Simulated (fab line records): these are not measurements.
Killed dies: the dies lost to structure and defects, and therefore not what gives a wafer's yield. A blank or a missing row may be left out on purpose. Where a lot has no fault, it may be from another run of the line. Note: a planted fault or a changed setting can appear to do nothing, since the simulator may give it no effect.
Matching of chambers	flow n5-finfet	N5_BEOL_M2_DEP_57 on pecvd-02 has 3 sister chambers
The step deposits SiCN from 3MS/NH3, target thk 8 nm, time 14 s. 3 wafers are shown with their chamber, then 8 later ones without.

WAFERS, EACH WITH ITS CHAMBER
wafer	chamber	showerhead-plenum-p-Torr (Torr)
L084.5	0	3.639
L084.6	1	3.675
L085.2	2	3.647

WAFERS MISSING THEIR CHAMBER
wafer	showerhead-plenum-p-Torr (Torr)
L085.4	3.683
L085.5	3.647
L088.1	3.657
L088.4	3.653
L088.5	3.649
L092.1	3.650
L092.2	3.643
L092.3	3.673

CHAMBER TAKEN BY EACH
wafer	from the rows above	in truth
L085.4	1	1
L085.5	can't be placed: 2 or 0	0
L088.1	can't be placed: 2 or 1 or 0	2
L088.4	can't be placed: 2 or 0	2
L088.5	can't be placed: 2 or 0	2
L092.1	can't be placed: 2 or 0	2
L092.2	can't be placed: 0 or 2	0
L092.3	1	1
Correct placement for 2 of the 8. Cannot be placed on the basis of these rows: 6; the candidates contain the true chamber in 6. Wrongly placed: 0.
How it was worked out, from the rows above alone: a wafer's distance from a chamber is the root of the sum, over the readings, of the square of ((its reading less the chamber's mean) divided by the reading's scatter). If the next closest chamber is less than 2 further off than the closest, the wafer can't be placed; otherwise it belongs to the closest. For every chamber, the mean is computed from those of its wafers that are shown. The scatter: with one shown wafer a chamber, the root of the mean of the squares of how far each hidden wafer lies from its nearest shown one.
